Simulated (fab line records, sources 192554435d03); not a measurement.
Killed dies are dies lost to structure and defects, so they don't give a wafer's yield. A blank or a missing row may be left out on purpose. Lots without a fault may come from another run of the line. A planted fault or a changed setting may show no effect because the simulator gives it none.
Split-lot experiment | flow n5_finfet | 7 lots, 21 wafers read, on a route of 1938 steps

THE SPLIT
At N5_MOL_CONTACT_COAG_EXPOSE_81 (exposes mask VG, defocus 0 nm), the setting dose_mj was moved away from the recipe's 59.5 on 8 of the 21 wafers read, by -5.6% to +5.4%. The other wafers ran this setting at the recipe's value.

FROM THE SPLIT TO THE READING: what the file shows between them, 2 steps
- N5_MOL_CONTACT_COAG_PEB_82: peb time 60 s
- N5_MOL_CONTACT_COAG_DEVELOP_83: develop time 30 s

THE READING
cd_nm, in nm, at N5_MOL_CONTACT_COAG_CD_MEAS_84 (target cd 25.1 nm). Fault-free wafers of this fab line usually give 25.08 nm, standard deviation 0.26 nm.

wafer  | tool, chamber at the split | dose_mj as run | against the recipe | cd_nm, nm | against lot-mates on the recipe
L085.1 | euv_scanner-02, 0          | 59.5           | recipe             | 25.22     | -
L085.2 | euv_scanner-02, 0          | 58.33          | -2.0%              | 24.61     | -0.61
L085.3 | euv_scanner-02, 0          | 58.33          | -2.0%              | 24.48     | -0.74
L084.3 | euv_scanner-01, 0          | 59.5           | recipe             | 24.97     | -
L084.4 | euv_scanner-01, 0          | 62.69          | +5.4%              | 25.95     | +1.00
L084.5 | euv_scanner-01, 0          | 59.5           | recipe             | 24.94     | -
L086.3 | euv_scanner-01, 0          | 59.5           | recipe             | 24.57     | -
L086.4 | euv_scanner-01, 0          | 59.5           | recipe             | 24.93     | -
L086.5 | euv_scanner-01, 0          | 59.5           | recipe             | 24.94     | -
L089.1 | euv_scanner-01, 0          | 61.6           | +3.5%              | 25.56     | +0.67
L089.5 | euv_scanner-01, 0          | 59.5           | recipe             | 24.89     | -
L089.6 | euv_scanner-01, 0          | 61.6           | +3.5%              | 25.62     | +0.73
L090.2 | euv_scanner-02, 0          | 59.5           | recipe             | 25.34     | -
L090.4 | euv_scanner-02, 0          | 59.5           | recipe             | 25.34     | -
L090.5 | euv_scanner-02, 0          | 59.5           | recipe             | 24.77     | -
L096.1 | euv_scanner-01, 0          | 59.5           | recipe             | 24.62     | -
L096.2 | euv_scanner-01, 0          | 61.87          | +4.0%              | 25.80     | +1.18
L096.6 | euv_scanner-01, 0          | 61.87          | +4.0%              | 26.00     | +1.38
L097.2 | euv_scanner-01, 0          | 59.5           | recipe             | 25.01     | -
L097.4 | euv_scanner-01, 0          | 56.19          | -5.6%              | 23.40     | -1.67
L097.5 | euv_scanner-01, 0          | 59.5           | recipe             | 25.12     | -

THE FIT
A straight line over all 21 wafers: cd_nm changes by +0.224 nm for each +1% of dose_mj; r = +0.93; the points scatter about the line by 0.22 nm.
The same after taking each lot's own level away (the mean of its wafers on the recipe; 21 wafers): +0.265 nm for each +1%; r = +0.96; scatter 0.2 nm.
On that fit, the largest move of dose_mj shifts the reading by 1.5 nm.
The lots' own levels span 24.620 to 25.220 nm, that is 2.3 times the standard deviation above.
So the lot-to-lot level changes the slope: the two fits differ.
Check: with one of the wafers moved furthest among these (-5.6%) left out of the fit, the line predicts -1.44 nm for it against its lot-mates. It came out at -1.67 nm against them.

OTHER SPLITS ON THESE WAFERS
These wafers also went through other splits before the reading. Each is held against what the fit with the lots' levels taken away leaves over:
other split on the same wafers    | wafers away from the commonest value | r with cd_nm (lot level and that fit taken away)
N5_GATE_CUT_EXPOSE_10 dose_mj     | 5                                    | +0.01
N5_GATE_CUT_ETCH_36 cf4_flow_sccm | 7                                    | +0.23

THE FILE'S OWN FIT
cd_nm changes by +0.255 nm for each +1% of dose_mj, r = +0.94.
